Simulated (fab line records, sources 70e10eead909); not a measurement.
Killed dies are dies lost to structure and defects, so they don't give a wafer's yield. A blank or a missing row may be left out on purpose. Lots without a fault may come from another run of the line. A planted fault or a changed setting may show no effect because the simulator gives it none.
One fault seen from 2 desks | flow nand_harc | each desk has only its own numbers; what lay behind them comes last

THE METROLOGY DESK
What the gauges read, lot by lot, whatever tool the lot ran on: means of the sampled wafers that have a number. A lot is out of limits, marked OUT, if its mean lies more than 4 standard deviations from the usual mean; the brackets give that distance.
Columns: A = cd_nm at NHARC_P_M1_CD_MEAS_09, usual 130.1 nm
lot  | first seen here | A
L701 | day 5 18:37     | 129.9
L702 | day 6 22:41     | 130.4
L706 | day 7 13:35     | 129.5
L707 | day 7 16:17     | 130.3
L709 | day 7 21:47     | 130.1
L716 | day 9 20:22     | 131.6
L717 | day 9 23:38     | 129.9
L718 | day 10 03:31    | 131.9
L720 | day 10 12:43    | 129.9
L719 | day 10 13:21    | 130.9
This desk's finding: nothing out of limits on any of the 10 lots.

THE TOOL OWNER'S DESK: arfi_scanner-03
The tool's own readings at NHARC_P_M1_EXPOSE_06 (exposes mask P M1, target cd 130 nm): means of the sampled wafers that have a number, for each lot that ran on this tool. A lot is out of limits, marked OUT, if its mean lies more than 4 standard deviations from the usual mean; the brackets give that distance.
Columns: A = exposure_dose_mJ_cm2 at NHARC_P_M1_EXPOSE_06, usual 82.9; B = focus_offset_nm at NHARC_P_M1_EXPOSE_06, usual 0.1 nm; C = stage_vel_mm_s at NHARC_P_M1_EXPOSE_06, usual 499.99 mm/s
lot  | first seen here | A    | B   | C
L701 | day 5 18:29     | 83.3 | 0.7 | 500.10
L706 | day 7 13:27     | 83.5 | 0.6 | 500.16
L716 | day 9 20:13     | 83.3 | 0.0 | 499.96
L718 | day 10 03:23    | 83.3 | 0.1 | 500.28
This desk's finding: nothing out of limits on any of the 4 lots.

PUT TOGETHER
The metrology desk saw nothing out of limits.
The tool owner's desk saw nothing out of limits.

WHAT THE SIMULATOR HAD PUT IN
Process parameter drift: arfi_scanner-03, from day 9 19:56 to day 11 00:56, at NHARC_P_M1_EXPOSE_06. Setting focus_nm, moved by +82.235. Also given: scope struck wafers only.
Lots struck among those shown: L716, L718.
